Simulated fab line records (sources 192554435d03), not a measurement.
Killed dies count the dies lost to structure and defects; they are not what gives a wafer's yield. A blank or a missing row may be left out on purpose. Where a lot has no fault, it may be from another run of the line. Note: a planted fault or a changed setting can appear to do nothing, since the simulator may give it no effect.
fab line records | flow n5-finfet
record lots=5 | wafers=15 | last-day=16
route steps=1938 shown BEOL_M3@958 BEOL_M4@1111 PASSIVATION@1936
lots that met no fault: from a run of the same line without faults
start-h: hours from the record's first day to the start of the lot's first wafer shown | wait-h: how many hours have passed since the lot's step before this one | " as in the row above | L1.1+2: a single row standing in for several wafers | - no value, or no start given | * or withheld: withheld | < > ~ a bound
route shown NAME@n: a module of which the file shows steps, and the number in the route of the first | usual: mean and standard deviation over wafers with no fault | same: alike in all rows | chamber/n: place in a boat | sites: the reading at each site | _std_site: how widely they spread, as a standard deviation | _edge_site: the outer-site mean with the inner-site mean subtracted | radius-mm: for every site, how far away it sits from the centre of the wafer | mask NAME#n: copy n | behind: tool/chamber where the wafer was last shaped | hold: why the lot went on hold/how many hours it stayed there/how the hold came to an end | device: transistor that didn't switch, given as n, p or np | end of line: tests run on the same wafers once the route is complete | a step with no rows: only its recipe | killed: dies that structure and defects cost at the first sort, which is not the same as the wafer's yield | map: dies across one wafer; x = killed, . = not, _ = none there
set.NAME: the setting the step ran with; set.NAME@STEP: the setting that earlier step ran with | model.NAME: the simulator's own value behind a step, which no gauge read
certain route steps with their lots: each step a table, each wafer a row
services: from which hour (start-h, from the record's first day; less than 0 if before it) a tool's chamber was out of use, for how many hours, and why
## steps
# step N5_BEOL_M3_COAT_68
# recipe resist=SiARC | temp-c=220 | time-s=60 | spin-rpm=1500 | resist-thk-nm=12
# step N5_BEOL_M3_COAT_76
# recipe resist=underlayer | temp-c=205 | time-s=60 | spin-rpm=1500 | resist-thk-nm=5
# step N5_BEOL_M3_COAT_22
# recipe resist=CAR-EUV | spin-rpm=1500 | resist-thk-nm=30
# step N5_BEOL_M3_EBR_24
# recipe solvent=PGMEA | ebr-width-mm=1.5
# step N5_BEOL_M3_SOFTBAKE_23
# recipe temp-c=110 | time-s=60 | resist=CAR-EUV
# step N5_BEOL_M3_EXPOSE_25
# recipe mask-id=V2 | na=0.33 | source-shape=quasar | sigma-inner=0.2 | sigma-outer=0.8 | polarization=unpolarized | defocus-nm=5 | dose-mj=63
# step N5_BEOL_M3_PEB_26
# recipe peb-temp-c=100 | peb-time-s=60 | resist=CAR-EUV
# step N5_BEOL_M3_DEVELOP_27
# recipe develop-time-s=30 | developer=TMAH | resist=CAR-EUV | rinse-liquid=surfactant-rinse | dry=air-spin | dev-temp-c=23
# step N5_BEOL_M3_CD_MEAS_28
# recipe target-cd-nm=25.7 | landing-energy-ev=500 | detector=se-inlens | target-cd-y-nm=23.3 | polarity=opening
# usual cd-nm=25.59/0.26
lot.wafer | tool      | chamber | start-h | wait-h | cd-nm
L807.1    | cd-sem-02 | 0       | 172.51  | -      | 25.92
L807.3    | "         | 0       | "       | "      | 25.62
L807.6    | "         | 0       | "       | "      | 25.90
L815.1    | cd-sem-03 | 0       | 195.42  | -      | 25.51
L815.3    | "         | 0       | "       | "      | 25.58
L815.4    | "         | 0       | "       | "      | 25.44
L821.1    | cd-sem-02 | 0       | 240.66  | -      | 25.38
L821.4    | "         | 0       | "       | "      | 25.70
L821.5    | "         | 0       | "       | "      | 25.44
L820.2    | cd-sem-02 | 0       | 243.88  | -      | 26.00
L820.4    | "         | 0       | "       | "      | 25.91
L820.6    | "         | 0       | "       | "      | 25.72
L822.1    | cd-sem-01 | 0       | 244.57  | -      | 25.64
L822.2    | "         | 0       | "       | "      | 25.84
L822.5    | "         | 0       | "       | "      | 25.73
# step N5_BEOL_M3_OVL_MEAS_29
# recipe points-per-wafer=522
# usual V2_OVL=0.0/0.6
# same points-per-wafer=522
lot.wafer | tool       | chamber | start-h | wait-h | V2_OVL[nm]
L807.1    | overlay-02 | 0       | 172.54  | 0.0    | -0.4
L807.3    | "          | 0       | "       | "      | -0.2
L807.6    | "          | 0       | "       | "      | -0.3
L815.1    | overlay-01 | 0       | 195.45  | 0.0    | -1.0
L815.3    | "          | 0       | "       | "      | -0.5
L815.4    | "          | 0       | "       | "      | 0.2
L821.1    | overlay-01 | 0       | 240.69  | 0.0    | -0.1
L821.4    | "          | 0       | "       | "      | -0.1
L821.5    | "          | 0       | "       | "      | -0.4
L820.2    | overlay-01 | 0       | 243.92  | 0.0    | -0.3
L820.4    | "          | 0       | "       | "      | 0.1
L820.6    | "          | 0       | "       | "      | -0.2
L822.1    | overlay-01 | 0       | 244.60  | 0.0    | -0.3
L822.2    | "          | 0       | "       | "      | -0.7
L822.5    | "          | 0       | "       | "      | -0.4
# step N5_BEOL_M3_INSPECT_30
# recipe mode=adi | inspect-instrument=brightfield
# usual raw-defect-count=440/100
lot.wafer | tool              | chamber | start-h | wait-h | raw-defect-count
L807.1    | defect-inspect-02 | -       | 172.60  | 0.1    | 391
L807.3    | "                 | -       | "       | "      | 379
L807.6    | "                 | -       | "       | "      | 346
L815.1    | defect-inspect-01 | -       | 195.51  | 0.1    | 455
L815.3    | "                 | -       | "       | "      | 571
L815.4    | "                 | -       | "       | "      | 569
L821.1    | defect-inspect-01 | -       | 240.74  | 0.1    | 467
L821.4    | "                 | -       | "       | "      | 443
L821.5    | "                 | -       | "       | "      | 336
L820.2    | defect-inspect-01 | -       | 243.97  | 0.0    | 317
L820.4    | "                 | -       | "       | "      | 361
L820.6    | "                 | -       | "       | "      | 396
L822.1    | defect-inspect-02 | -       | 244.66  | 0.1    | 427
L822.2    | "                 | -       | "       | "      | 390
L822.5    | "                 | -       | "       | "      | 338
# step N5_BEOL_M3_DESCUM_33
# recipe chemistry=O2 | time-s=7 | source-power-w=50 | bias-power-w=20 | pressure-mtorr=20 | rf-frequency-hz=2.712e+07 | temp-c=40 | resist=CAR-EUV | o2-flow-sccm=225
# usual drypump-motor-current-A=5.6/0.5 | oes-product-au=0.79/0.098 | rf-vpp-V=243.5/1.3 | showerhead-plenum-p-Torr=2.12/0.076 | temp-c=40.01/0.1 | throttle-valve-pct=20.4/0.34
lot.wafer | tool        | chamber | start-h | wait-h | drypump-motor-current-A | oes-product-au | rf-hours-counter-h | rf-vpp-V | showerhead-plenum-p-Torr | temp-c | throttle-valve-pct
L807.1    | rie-diel-04 | 2       | 172.63  | 0.0    | 4.9                     | 0.81           | 84                 | 244.2    | 2.14                     | 40.03  | 20.5
L807.3    | "           | 0       | "       | "      | 5.2                     | 0.94           | 8                  | 244.3    | 2.26                     | 39.88  | 20.2
L807.6    | "           | 2       | "       | "      | 4.9                     | 0.81           | -                  | 245.1    | 2.14                     | 40.00  | 20.5
L815.1    | rie-diel-05 | 1       | 195.54  | 0.0    | 5.5                     | 0.70           | 214                | 242.6    | 2.05                     | 39.99  | 20.4
L815.3    | "           | 3       | "       | "      | 5.2                     | 0.69           | 243                | 243.7    | 2.08                     | 40.02  | 20.9
L815.4    | "           | 2       | "       | "      | 5.8                     | 0.91           | 22                 | 243.0    | 2.03                     | 40.00  | 20.0
L821.1    | rie-diel-02 | 0       | 240.78  | 0.0    | 6.0                     | 0.72           | 206                | 242.9    | 2.07                     | 40.00  | 20.7
L821.4    | "           | 3       | "       | "      | 5.4                     | 0.87           | 51                 | 245.7    | 2.23                     | 40.07  | 20.3
L821.5    | "           | 3       | "       | "      | 5.4                     | 0.85           | -                  | 244.7    | 2.23                     | 39.97  | 20.3
L820.2    | rie-diel-05 | 0       | 244.09  | 0.1    | 6.4                     | 0.68           | 212                | 243.1    | 2.16                     | 40.09  | 20.8
L820.4    | "           | 2       | "       | "      | 5.8                     | 0.88           | -                  | 241.9    | 2.02                     | 40.14  | 20.0
L820.6    | "           | 0       | "       | "      | 6.4                     | 0.69           | -                  | 243.9    | 2.16                     | 40.07  | 20.8
L822.1    | rie-diel-04 | 2       | 244.72  | 0.1    | 4.9                     | 0.79           | 105                | 244.0    | 2.14                     | 39.93  | 20.5
L822.2    | "           | 0       | "       | "      | 5.3                     | 0.89           | 28                 | 245.8    | 2.25                     | 39.97  | 20.2
L822.5    | "           | 2       | "       | "      | 4.9                     | 0.79           | -                  | 241.9    | 2.14                     | 39.99  | 20.5
# step N5_BEOL_M3_ETCH_77
# recipe chemistry=N2/H2 | target=underlayer | target-depth-a=65 | mask-material=CAR-EUV | time-s=5.2 | ion-energy-ev=200 | pressure-mtorr=30 | source-w=840 | bias-w=150 | n2-flow-sccm=200 | h2-flow-sccm=200 | ends=cleared
# usual bias-w=150.0/0.43 | drypump-motor-current-A=5.6/0.5 | etch-rf-on-time-s=5.25/0.15 | oes-product-au=0.67/0.086 | rf-vpp-V=524.7/2.7 | showerhead-plenum-p-Torr=2.57/0.082 | throttle-valve-pct=17.9/0.36
lot.wafer | tool        | chamber | start-h | wait-h | bias-w | drypump-motor-current-A | etch-rf-on-time-s | oes-product-au | rf-hours-counter-h | rf-vpp-V | showerhead-plenum-p-Torr | throttle-valve-pct
L807.1    | rie-diel-04 | 2       | 172.67  | 0.0    | 149.8  | 4.9                     | 5.12              | 0.70           | 84                 | 523.2    | 2.58                     | 17.8
L807.3    | "           | 0       | "       | "      | 149.8  | 5.3                     | 5.17              | 0.82           | 8                  | 528.4    | 2.68                     | 17.1
L807.6    | "           | 2       | "       | "      | 149.4  | 4.9                     | 5.13              | 0.69           | -                  | 522.7    | 2.58                     | 17.7
L815.1    | rie-diel-05 | 1       | 195.58  | 0.0    | 149.9  | 5.5                     | 5.58              | 0.58           | 214                | 521.0    | 2.54                     | 18.1
L815.3    | "           | 3       | "       | "      | 150.1  | 5.2                     | 5.13              | 0.58           | 243                | 522.6    | 2.52                     | 18.4
L815.4    | "           | 2       | "       | "      | 150.4  | 5.8                     | 5.21              | 0.78           | 22                 | 522.6    | 2.49                     | 17.5
L821.1    | rie-diel-02 | 0       | 240.81  | 0.0    | 150.3  | 6.0                     | 5.51              | 0.60           | 206                | 523.2    | 2.51                     | 18.1
L821.4    | "           | 3       | "       | "      | 150.1  | 5.4                     | 5.22              | 0.72           | 51                 | 528.9    | 2.71                     | 17.8
L821.5    | "           | 3       | "       | "      | 149.5  | 5.4                     | 5.23              | 0.73           | -                  | 528.0    | 2.71                     | 17.8
L820.2    | rie-diel-05 | 0       | 244.13  | 0.0    | 149.7  | 6.5                     | 10.00             | 0.44           | 212                | 526.0    | 2.61                     | 18.1
L820.4    | "           | 2       | "       | "      | 150.3  | 5.8                     | 5.23              | 0.75           | -                  | 523.0    | 2.49                     | 17.6
L820.6    | "           | 0       | "       | "      | 149.7  | 6.5                     | 9.98              | 0.45           | -                  | 525.3    | 2.61                     | 18.1
L822.1    | rie-diel-04 | 2       | 244.76  | 0.0    | 150.0  | 4.9                     | 5.11              | 0.68           | 105                | 526.2    | 2.57                     | 17.8
L822.2    | "           | 0       | "       | "      | 150.5  | 5.3                     | 5.21              | 0.77           | 28                 | 527.8    | 2.67                     | 17.2
L822.5    | "           | 2       | "       | "      | 149.2  | 4.9                     | 5.09              | 0.68           | -                  | 526.0    | 2.57                     | 17.8
# step N5_BEOL_M3_ETCH_69
# recipe chemistry=CF4 | target=SiARC | target-depth-a=156 | mask-material=CAR-EUV | time-s=26 | ion-energy-ev=80 | pressure-mtorr=40 | source-w=545 | bias-w=36 | Ar_flow_sccm=100 | cf4-flow-sccm=100 | ends=cleared
# usual bias-w=36.00/0.11 | drypump-motor-current-A=5.6/0.5 | etch-rf-on-time-s=26.3/0.82 | oes-product-au=0.67/0.086 | rf-vpp-V=184.3/1.2 | showerhead-plenum-p-Torr=2.16/0.067 | throttle-valve-pct=15.6/0.33
lot.wafer | tool        | chamber | start-h | wait-h | bias-w | drypump-motor-current-A | etch-rf-on-time-s | oes-product-au | rf-hours-counter-h | rf-vpp-V | showerhead-plenum-p-Torr | throttle-valve-pct
L807.1    | rie-diel-04 | 2       | 172.68  | 0.0    | 36.01  | 4.9                     | 25.4              | 0.70           | 84                 | 185.1    | 2.16                     | 15.5
L807.3    | "           | 0       | "       | "      | 36.10  | 5.3                     | 26.5              | 0.81           | 8                  | 186.0    | 2.27                     | 15.0
L807.6    | "           | 2       | "       | "      | 36.01  | 4.9                     | 25.1              | 0.71           | -                  | 185.6    | 2.16                     | 15.5
L815.1    | rie-diel-05 | 1       | 195.60  | 0.0    | 36.09  | 5.5                     | 27.5              | 0.58           | 214                | 183.1    | 2.10                     | 15.6
L815.3    | "           | 3       | "       | "      | 36.10  | 5.3                     | 24.9              | 0.60           | 243                | 183.9    | 2.10                     | 16.0
L815.4    | "           | 2       | "       | "      | 35.94  | 5.8                     | 25.7              | 0.79           | 22                 | 184.4    | 2.09                     | 15.2
L821.1    | rie-diel-02 | 0       | 240.83  | 0.0    | 36.02  | 6.0                     | 27.2              | 0.61           | 206                | 183.6    | 2.13                     | 15.8
L821.4    | "           | 3       | "       | "      | 35.97  | 5.4                     | 26.1              | 0.73           | 51                 | 184.9    | 2.26                     | 15.4
L821.5    | "           | 3       | "       | "      | 35.99  | 5.3                     | 26.2              | 0.73           | -                  | 185.4    | 2.26                     | 15.4
L820.2    | rie-diel-05 | 0       | 244.15  | 0.0    | 36.03  | 6.5                     | 26.4              | 0.60           | 212                | 184.3    | 2.20                     | 16.0
L820.4    | "           | 2       | "       | "      | 36.00  | 5.7                     | 25.4              | 0.76           | -                  | 182.9    | 2.08                     | 15.3
L820.6    | "           | 0       | "       | "      | 36.22  | 6.4                     | 26.6              | 0.60           | -                  | 184.9    | 2.20                     | 15.9
L822.1    | rie-diel-04 | 2       | 244.78  | 0.0    | 35.98  | 4.9                     | 25.2              | 0.68           | 105                | 183.3    | 2.15                     | 15.6
L822.2    | "           | 0       | "       | "      | 35.93  | 5.3                     | 26.1              | 0.77           | 28                 | 185.4    | 2.26                     | 15.1
L822.5    | "           | 2       | "       | "      | 35.97  | 4.9                     | 25.2              | 0.68           | -                  | 184.8    | 2.15                     | 15.5
# step N5_BEOL_M4_RC_MEAS_101
# usual DIBL_N=36.6/2.1 | DIBL_P=36.5/2.7 | IOFF_N=0.17/0.043 | IOFF_P=0.22/0.045 | ION_N=674/17 | ION_P=461/9.9 | SS_N=71.7/0.79 | SS_P=73.4/0.79 | VT_N=249/4 | VT_P=-250/3.3
lot.wafer | tool      | chamber | start-h | wait-h | DIBL_N[mV/V] | DIBL_P[mV/V] | IOFF_N[nA/um] | IOFF_P[nA/um] | ION_N[uA/um] | ION_P[uA/um] | SS_N[mV/dec] | SS_P[mV/dec] | VT_N[mV] | VT_P[mV]
L807.1    | prober-01 | 0       | 188.71  | 0.0    | 36.8         | 36.1         | 0.18          | 0.18          | 654          | 447          | 72.2         | 72.9         | 251      | -254
L807.3    | "         | 0       | "       | "      | 40.6         | 41.4         | 0.26          | 0.27          | 689          | 467          | 72.5         | 74.1         | 244      | -250
L807.6    | "         | 0       | "       | "      | 38.3         | 37.8         | 0.19          | 0.20          | 671          | 450          | 72.8         | 73.2         | 250      | -253
L815.1    | prober-01 | 0       | 218.65  | 0.0    | 37.2         | 36.6         | 0.19          | 0.23          | 658          | 448          | 72.4         | 73.7         | 251      | -245
L815.3    | "         | 0       | "       | "      | 39.0         | 38.6         | 0.23          | 0.27          | 677          | 459          | 72.8         | 74.4         | 245      | -245
L815.4    | "         | 0       | "       | "      | 38.1         | 37.5         | 0.22          | 0.23          | 655          | 452          | 73.1         | 73.9         | 249      | -247
L821.1    | prober-02 | 0       | 253.49  | 0.0    | 41.1         | 41.8         | 0.26          | 0.29          | 693          | 464          | 72.5         | 74.7         | 245      | -247
L821.4    | "         | 0       | "       | "      | 33.5         | 32.8         | 0.11          | 0.15          | 646          | 445          | 70.7         | 72.3         | 254      | -255
L821.5    | "         | 0       | "       | "      | 34.2         | 32.4         | 0.12          | 0.15          | 657          | 445          | 70.5         | 72.0         | 254      | -255
L822.1    | prober-01 | 0       | 269.67  | 0.0    | 31.0         | 30.4         | 0.08          | 0.12          | 637          | 446          | 70.1         | 71.2         | 258      | -256
L822.2    | "         | 0       | "       | "      | 34.9         | 35.7         | 0.13          | 0.18          | 663          | 457          | 71.5         | 73.3         | 251      | -252
L822.5    | "         | 0       | "       | "      | 37.1         | 37.9         | 0.18          | 0.22          | 690          | 466          | 71.4         | 73.8         | 248      | -250
L820.2    | prober-02 | 0       | 270.02  | 0.2    | 35.3         | 35.3         | 0.13          | 0.20          | 658          | 458          | 72.1         | 73.5         | 253      | -251
L820.4    | "         | 0       | "       | "      | 31.7         | 32.5         | 0.10          | 0.16          | 659          | 458          | 70.4         | 72.1         | 259      | -252
L820.6    | "         | 0       | "       | "      | 33.7         | 34.8         | 0.12          | 0.19          | 655          | 465          | 71.2         | 73.1         | 254      | -251
# step N5_PASSIVATION_PROBE_49
# usual defect-limited-yield=91.5/1.7 | killed_at_M0_to_M3=33/11 | killed_at_M4_up=13/5.2 | killed-at-contacts=11/5.7 | killed-at-front-end=39/11 | killed-at-other=4/3 | killed-dies=101/20 | killed-open=66/15 | killed-short=33/8.4 | sort_bin_5_function=5.0/1.1 | sort_bin_6_memory=3.2/0.69 | sort_bin_8_speed=0.1/0.52 | sort-n-pass=1078/20 | sort-yield-pct=91.4/1.7
# same gross-dies=1180 | killed-at-back-side=0 | sort_bin_4_leakage[%]=0
lot.wafer | tool      | chamber | start-h | wait-h | defect-limited-yield[%] | killed_at_M0_to_M3 | killed_at_M4_up | killed-at-contacts | killed-at-front-end | killed-at-other | killed-dies | killed-open | killed-short | sort_bin_5_function[%] | sort_bin_6_memory[%] | sort_bin_8_speed[%] | sort-n-pass | sort-yield-pct[%]
L807.1    | prober-02 | -       | 288.05  | 0.0    | 90.6                    | 29                 | 17              | 8                  | 57                  | 0               | 111         | 73          | 36           | 4.7                    | 4.5                  | 0                   | 1069        | 90.6
L807.3    | prober-02 | -       | 288.15  | 0.1    | 91.7                    | 30                 | 18              | 9                  | 40                  | 1               | 98          | 66          | 31           | 4.8                    | 3.1                  | 0                   | 1082        | 91.7
L807.6    | prober-02 | -       | 288.30  | 0.3    | 91.8                    | 34                 | 23              | 1                  | 39                  | 0               | 97          | 60          | 33           | 4.9                    | 3.2                  | 0                   | 1083        | 91.8
L822.1    | prober-01 | -       | 372.54  | 0.0    | 93.4                    | 27                 | 7               | 12                 | 29                  | 3               | 78          | 53          | 25           | 3.7                    | 2.6                  | 1.3                 | 1087        | 92.1
L822.2    | prober-01 | -       | 372.59  | 0.1    | 91.5                    | 55                 | 10              | 2                  | 32                  | 1               | 100         | 60          | 39           | 4.5                    | 3.8                  | 0                   | 1080        | 91.5
L822.5    | prober-01 | -       | 372.74  | 0.2    | 86.9                    | 68                 | 19              | 11                 | 49                  | 8               | 155         | 98          | 56           | 7.5                    | 4.9                  | 0                   | 1025        | 86.9
# killed by level:class
L807.1 STI_FIN_REVEAL:geometric-particle:open=16 FIN_SAQP:geometric-particle:short=12 FIN_SAQP:geometric-particle:open=11 BEOL_M1:geometric-particle:open=7 MOL_CONTACT_COAG:geometric-particle:open=7 BEOL_M4:geometric-particle:open=5 STI_FIN_REVEAL:geometric-particle:short=5 BEOL_M0_SAQP:geometric-particle:short=5
L807.3 BEOL_M3:geometric-particle:open=9 BEOL_M1:geometric-particle:open=9 MOL_CONTACT_COAG:geometric-particle:open=8 FIN_SAQP:geometric-particle:short=7 FIN_SAQP:geometric-particle:open=7 GATE_CUT:geometric-particle:open=6 DUMMY_GATE:geometric-particle:open=5 STI_FIN_REVEAL:geometric-particle:open=4
L807.6 FIN_SAQP:geometric-particle:open=12 BEOL_M0_SAQP:geometric-particle:short=12 BEOL_M0_SAQP:geometric-particle:open=8 FIN_SAQP:geometric-particle:short=7 STI_FIN_REVEAL:geometric-particle:open=7 BEOL_M1:geometric-particle:open=6 BEOL_M4:geometric-particle:open=6 BEOL_M8:geometric-particle:open=4
L822.1 MOL_CONTACT_COAG:geometric-particle:open=10 BEOL_M0_SAQP:geometric-particle:open=7 FIN_SAQP:geometric-particle:open=6 BEOL_M0_SAQP:geometric-particle:short=6 BEOL_M4:geometric-particle:open=6 STI_FIN_REVEAL:geometric-particle:open=4 BEOL_M3:geometric-particle:open=4 FIN_SAQP:geometric-particle:short=3
L822.2 BEOL_M0_SAQP:geometric-particle:short=21 BEOL_M0_SAQP:geometric-particle:open=14 BEOL_M3:geometric-particle:open=9 BEOL_M2:geometric-particle:open=7 BEOL_M4:geometric-particle:open=7 FIN_SAQP:geometric-particle:short=6 FIN_SAQP:geometric-particle:open=6 ILD0:geometric-particle:short=3
L822.5 BEOL_M0_SAQP:geometric-particle:short=28 BEOL_M0_SAQP:geometric-particle:open=27 BEOL_M4:geometric-particle:open=14 MOL_CONTACT_COAG:geometric-particle:open=10 FIN_SAQP:geometric-particle:open=9 FIN_SAQP:geometric-particle:short=9 STI_FIN_REVEAL:geometric-particle:open=7 BEOL_M2:geometric-particle:open=6
## services
tool        | chamber | start-h | hours | kind
rie-diel-02 | 2       | 167.26  | 2.7   | repair
rie-diel-04 | 3       | 171.42  | 1.6   | repair
rie-diel-04 | 1       | 190.80  | 1.3   | repair
rie-diel-02 | 2       | 204.99  | -     | clean
rie-diel-02 | 2       | 204.99  | -     | consumable-replace:focus-ring
rie-diel-02 | 2       | 204.99  | 19.7  | scheduled-down
rie-diel-02 | 2       | 204.99  | 19.7  | vent-cycle
rie-diel-05 | 3       | 222.62  | -     | clean
rie-diel-05 | 3       | 222.62  | -     | consumable-replace:focus-ring
rie-diel-05 | 3       | 222.62  | 24.3  | scheduled-down
rie-diel-05 | 3       | 222.62  | 24.3  | vent-cycle
rie-diel-05 | -       | 229.87  | 0.2   | repair
## key
first-sign step=N5_BEOL_M3_ETCH_77 | reading=etch-rf-on-time-s | direction=up | sigmas=31 | usual=* | struck=*
effect none on later readings
met-at N5_BEOL_M3_ETCH_77
struck-wafers L820.2,L820.6
fault kind=process-parameter-drift | tool=rie-diel-05 | chamber=0 | onset-h=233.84 | steps=N5_BEOL_M3_ETCH_77 | channel=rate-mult | offset=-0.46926 | shape=step | end-h=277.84
